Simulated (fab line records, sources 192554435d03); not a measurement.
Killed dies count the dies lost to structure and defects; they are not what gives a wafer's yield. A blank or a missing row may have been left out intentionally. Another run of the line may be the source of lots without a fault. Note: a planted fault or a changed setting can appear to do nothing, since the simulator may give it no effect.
fab line records -- flow n5-finfet
[record] lots = 6, wafers = 16, last-day = 17
route steps=1938 shown START@1 ZERO_LAYER@2 BEOL_M4@1111
lots with no fault: from the same line, run without faults
start-h: start of the lot's first displayed wafer, in hours after the record's first day -- wait-h: hours elapsed since this lot's preceding step -- " the same as in the row above -- L1.1+2: a single row standing in for several wafers -- - no value, or no start was given -- * or withheld: withheld -- < > ~ a bound
route shown NAME@n: NAME is a module with steps in the file, n the number in the route of the first one -- usual: mean/standard deviation taken from wafers without a fault -- same: alike in all rows -- chamber/n: place in a boat -- sites: per-site readings -- _std_site: standard deviation of those values -- _edge_site: the outer-site mean with the inner-site mean subtracted -- radius-mm: for every site, how far away it sits from the centre of the wafer -- mask NAME#n: copy n -- behind: the last tool/chamber to shape the wafer -- hold: cause of the lot's hold/its duration in hours/its outcome -- device: transistor that didn't switch, given as n, p or np -- end of line: the same wafers' tests at the end of the route -- a step with no rows: only its recipe -- killed: dies that structure and defects cost at the first sort, which is not the same as the wafer's yield -- map: the dies of a wafer, with x for killed, . for not killed, _ for no die there
set.NAME: the setting that was run; set.NAME@STEP: the one run at that earlier step -- model.NAME: the simulator's own value behind a step, which no gauge read
a table for each step, a row for each wafer; lots at some steps of the route
services: a tool's chamber out of use, with start hour (start-h, from the record's first day; less than 0 if before it), hours out, and reason
[[steps]]
[step N5_START_INSPECT_01]
[recipe] inspect-instrument = unpatterned-scan, mode = incoming
[usual] raw-defect-count = 5.6/2.4
lot.wafer,tool,chamber,start-h,wait-h,raw-defect-count
L643.3,defect-inspect-01,-,18.03,-,8
L643.5,defect-inspect-01,-,18.03,-,6
L643.6,defect-inspect-01,-,18.03,-,6
L649.1,defect-inspect-02,-,54.03,-,8
L649.3,defect-inspect-02,-,54.03,-,6
L649.6,defect-inspect-02,-,54.03,-,3
L653.3,defect-inspect-01,-,78.03,-,6
L653.5,defect-inspect-01,-,78.03,-,11
L655.3,defect-inspect-01,-,90.03,-,7
L655.5,defect-inspect-01,-,90.03,-,7
L662.2,defect-inspect-02,-,132.03,-,6
L662.4,defect-inspect-02,-,132.03,-,3
L662.6,defect-inspect-02,-,132.03,-,6
L665.1,defect-inspect-01,-,150.03,-,3
L665.2,defect-inspect-01,-,150.03,-,4
L665.3,defect-inspect-01,-,150.03,-,10
[step N5_ZERO_LAYER_PRECLEAN_00]
[recipe] chemistry = SPM, time-s = 600, temp-c = 120, mix = 4:1
[step N5_ZERO_LAYER_SRD_01]
[recipe] time-s = 30, temp-c = 23, rinse-liquid = diw, dry = n2-spin, spin-rpm = 1500, dry-time-s = 30
[step N5_ZERO_LAYER_PECVD_02]
[recipe] material = SiO2, target-thk-a = 100, temp-c = 400, precursor = SiH4/N2O, pressure-torr = 0.75, rf-w = 275, time-s = 6
[usual] heater-power-w = 774/59, showerhead-plenum-p-Torr = 8.07/0.21, susceptor-temp-C = 399.99/0.24
lot.wafer,tool,chamber,start-h,wait-h,heater-power-w,showerhead-plenum-p-Torr,susceptor-temp-C,model.SiO2_of_ZERO_LAYER_PECVD_02.thk-nm
L643.3,pecvd-02,0,18.28,0.0,745,8.33,400.17,10.01
L643.5,pecvd-02,0,18.28,0.0,738,8.33,400.27,10.14
L643.6,pecvd-02,1,18.28,0.0,802,7.75,400.41,10.16
L649.1,pecvd-02,1,54.30,0.0,863,7.76,400.04,9.893
L649.3,pecvd-02,2,54.30,0.0,733,7.82,400.06,9.748
L649.6,pecvd-02,1,54.30,0.0,876,7.78,399.69,10.14
L653.3,pecvd-02,1,78.28,0.0,779,7.77,400.24,9.517
L653.5,pecvd-02,2,78.28,0.0,673,7.81,399.84,10.06
L655.3,pecvd-02,1,90.28,0.0,843,7.76,399.45,9.263
L655.5,pecvd-02,1,90.28,0.0,833,7.76,399.86,10.16
L662.2,pecvd-03,2,132.28,0.0,744,8.12,400.05,9.827
L662.4,pecvd-03,0,132.28,0.0,870,8.28,399.92,10.2
L662.6,pecvd-03,1,132.28,0.0,745,8.12,399.94,10.03
L665.1,pecvd-04,0,150.30,0.0,663,8.05,400.05,9.905
L665.2,pecvd-04,1,150.30,0.0,757,8.28,399.76,9.89
L665.3,pecvd-04,2,150.30,0.0,841,8.25,400.11,9.71
[step N5_ZERO_LAYER_HMDS_04]
[recipe] time-s = 60, temp-c = 120
[step N5_BEOL_M4_RC_MEAS_101]
[usual] DIBL_N = 36.6/1.8, DIBL_P = 37.1/2.1, IOFF_N = 0.17/0.033, IOFF_P = 0.23/0.039, ION_N = 681/13, ION_P = 467/8.7, SS_N = 71.6/0.59, SS_P = 73.4/0.63, VT_N = 249/3.4, VT_P = -249/3.7
lot.wafer,tool,chamber,start-h,wait-h,DIBL_N[mV/V],DIBL_P[mV/V],IOFF_N[nA/um],IOFF_P[nA/um],ION_N[uA/um],ION_P[uA/um],SS_N[mV/dec],SS_P[mV/dec],VT_N[mV],VT_P[mV]
L643.3,prober-02,0,168.04,0.3,34.6,36.8,0.14,0.19,661,455,71.9,73.5,253,-250
L643.5,prober-02,0,168.04,0.3,35.5,37.8,0.16,0.21,665,457,71.4,73.9,250,-250
L643.6,prober-02,0,168.04,0.3,32.8,35.0,0.13,0.17,672,462,70.4,73.0,249,-250
L649.1,prober-01,0,213.42,0.0,34.3,36.9,0.16,0.23,684,471,71.3,73.7,249,-247
L649.3,prober-01,0,213.42,0.0,35.2,36.7,0.16,0.21,667,459,72.0,72.7,251,-250
L649.6,prober-01,0,213.42,0.0,36.4,39.3,0.20,0.27,699,478,71.8,73.5,244,-245
L653.3,prober-02,0,224.32,0.3,37.1,39.1,0.21,0.29,684,472,71.9,73.8,246,-244
L653.5,prober-02,0,224.32,0.3,37.2,39.1,0.22,0.28,699,480,72.2,74.5,244,-244
L655.3,prober-02,0,247.81,0.3,37.4,37.3,0.17,0.23,673,459,71.2,74.4,250,-250
L655.5,prober-02,0,247.81,0.3,38.0,38.5,0.18,0.26,688,469,71.5,74.6,248,-249
L662.2,prober-02,0,291.31,0.2,36.6,37.9,0.16,0.27,672,473,71.5,73.5,251,-244
L662.4,prober-02,0,291.31,0.2,36.2,36.4,0.16,0.25,689,479,72.0,72.4,249,-244
L662.6,prober-02,0,291.31,0.2,37.1,38.6,0.18,0.28,678,472,71.1,73.1,248,-243
L665.1,prober-01,0,299.88,0.0,36.6,35.5,0.17,0.22,682,470,71.4,74.1,249,-248
L665.2,prober-01,0,299.88,0.0,37.6,37.3,0.19,0.25,701,475,71.9,74.0,245,-249
L665.3,prober-01,0,299.88,0.0,34.7,33.3,0.13,0.18,672,464,70.5,73.4,251,-252
[[services]]
tool,chamber,start-h,hours,kind
pecvd-02,0,5.78,5.0,scheduled-down
pecvd-04,-,6.22,1.6,repair
pecvd-04,-,20.57,2.8,repair
pecvd-02,-,25.07,14.6,pm
pecvd-04,-,34.08,2.4,repair
pecvd-03,0,35.77,21.9,repair
pecvd-04,0,47.28,5.5,scheduled-down
pecvd-04,-,85.69,0.3,repair
pecvd-04,0,118.68,2.1,scheduled-down
pecvd-02,-,144.81,4.3,pm
[[key]]
first-sign none at tools or gauges
[model-effect] step = N5_ZERO_LAYER_PECVD_02, value = SiO2_of_ZERO_LAYER_PECVD_02.thk-nm, without = 9.84, struck = 9.39
met-at N5_ZERO_LAYER_PECVD_02
struck-wafers L653.3,L655.3
onset-between 54.30 78.28
[fault] kind = process-parameter-drift, tool = pecvd-02, chamber = -, onset-h = 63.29, steps = N5_ZERO_LAYER_PECVD_02, channel = time-s, offset = *, shape = step, end-h = 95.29, scope = struck-wafers-only, acts-in = *, stated = *
